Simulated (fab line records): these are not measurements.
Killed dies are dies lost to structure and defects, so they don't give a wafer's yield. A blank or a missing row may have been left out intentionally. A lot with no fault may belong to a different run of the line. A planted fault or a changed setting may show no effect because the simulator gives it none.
Split-lot experiment | flow n5Finfet | 7 lots, 21 wafers read, on a route of 1938 steps

## SPLIT DETAILS
At N5_BEOL_M8_EXPOSE_25 (exposes mask V7, target cd 40 nm), the setting doseMj was moved away from the recipe's 42.5 on 5 of the 21 wafers read, by +5.3% to +6.6%. For the rest of the wafers, this setting stayed at what the recipe calls for.

## FROM THE SPLIT TO THE READING: what the file shows between them, 2 steps
- N5_BEOL_M8_PEB_26: peb time 60 s
- N5_BEOL_M8_DEVELOP_27: develop time 30 s

## THE READING
cdNm at N5_BEOL_M8_CD_MEAS_28, given in nm (cd target 40 nm). A value of 40.09 nm with a standard deviation of 0.24 nm is what fault-free wafers of this fab line usually give.

wafer  | tool, chamber at the split | doseMj as run | against the recipe | cdNm, nm | against lot-mates on the recipe
L080.1 | euvScanner-02, 0           | 45.2          | +6.4%              | 41.01    | +1.11
L080.3 | euvScanner-02, 0           | 42.5          | recipe             | 39.90    | -
L080.6 | euvScanner-02, 0           | 45.2          | +6.4%              | 41.54    | +1.64
L082.2 | euvScanner-02, 0           | 45.29         | +6.6%              | 41.47    | +1.39
L082.4 | euvScanner-02, 0           | 42.5          | recipe             | 40.08    | -
L082.6 | euvScanner-02, 0           | 42.5          | recipe             | 40.08    | -
L083.2 | euvScanner-02, 0           | 44.74         | +5.3%              | 41.21    | +1.34
L083.3 | euvScanner-02, 0           | 44.74         | +5.3%              | 40.78    | +0.91
L083.5 | euvScanner-02, 0           | 42.5          | recipe             | 39.87    | -
L084.3 | euvScanner-02, 0           | 42.5          | recipe             | 40.21    | -
L084.4 | euvScanner-02, 0           | 42.5          | recipe             | 39.93    | -
L084.5 | euvScanner-02, 0           | 42.5          | recipe             | 40.48    | -
L088.1 | euvScanner-01, 0           | 42.5          | recipe             | 40.37    | -
L088.3 | euvScanner-01, 0           | 42.5          | recipe             | 40.14    | -
L088.5 | euvScanner-01, 0           | 42.5          | recipe             | 39.77    | -
L097.1 | euvScanner-02, 0           | 42.5          | recipe             | 39.92    | -
L097.4 | euvScanner-02, 0           | 42.5          | recipe             | 40.13    | -
L097.6 | euvScanner-02, 0           | 42.5          | recipe             | 40.01    | -
L096.1 | euvScanner-02, 0           | 42.5          | recipe             | 40.31    | -
L096.2 | euvScanner-02, 0           | 42.5          | recipe             | 40.12    | -
L096.5 | euvScanner-02, 0           | 42.5          | recipe             | 40.30    | -

FIT RESULTS
A straight line over all 21 wafers: cdNm changes by +0.186 nm for each +1% of doseMj; r = +0.92; the points scatter about the line by 0.21 nm.
The same after taking each lot's own level away (the mean of its wafers on the recipe; 21 wafers): +0.214 nm for each +1%; r = +0.95; scatter 0.18 nm.
That fit puts the effect of the largest move of doseMj on the reading at 1.4 nm.
Across the lots, their own levels run from 39.870 to 40.243 nm, a range of 1.6 times the standard deviation given above.
In other words, the slope is changed by the lot-to-lot level; the two fits disagree.
Check: for one of the wafers moved furthest among these (+6.6%), held out of the fit, the line's prediction against its lot-mates is +1.41 nm. It came out at +1.39 nm against them.

## OTHER SPLITS ON THESE WAFERS
Note: prior to the reading, these wafers also went through further splits. Each is held against what the fit with the lots' levels taken away leaves over:
other split on the same wafers | wafers away from the commonest value | r with cdNm (lot level and that fit taken away)
N5_BEOL_M5_COAT_22 spinRpm     | 6                                    | -0.05
N5_BEOL_M7_DESCUM_33 timeS     | 8                                    | +0.31
N5_BEOL_M8_COAT_22 spinRpm     | 5                                    | -0.20

## THE WHOLE CHAIN: every reading that the file lists as answering this split, in the file's order
step                   | what it does                                                        | reading                                                       | change (the file's fit)               | r (the file's)
N5_BEOL_M8_CD_MEAS_28  | target cd 40 nm                                                     | cdNm                                                          | +0.214 nm for each +1% of the setting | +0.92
N5_BEOL_M8_DESCUM_33   | chemistry O2, time 7 s                                              | BEOL_M8.cdNm (the simulator's own value, which no gauge read) | +0.21 nm for each +1% of the setting  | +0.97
N5_BEOL_M8_ETCH_72     | etches underlayer in N2/H2, target depth 6.5 nm, time 5.2 s         | BEOL_M8.cdNm (the simulator's own value, which no gauge read) | +0.201 nm for each +1% of the setting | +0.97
N5_BEOL_M8_ETCH_66     | etches SOC in N2/H2, target depth 80 nm, overetch 16 nm, time 120 s | BEOL_M8.cdNm (the simulator's own value, which no gauge read) | +0.229 nm for each +1% of the setting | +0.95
N5_BEOL_M8_VIA_ETCH_34 | etches SiCOH lowk in C4F6/O2, target depth 125.5 nm, time 50.5 s    | BEOL_M8.cdNm (the simulator's own value, which no gauge read) | +0.256 nm for each +1% of the setting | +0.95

## THE FILE'S OWN FIT
cdNm changes by +0.214 nm for each +1% of doseMj, r = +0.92.
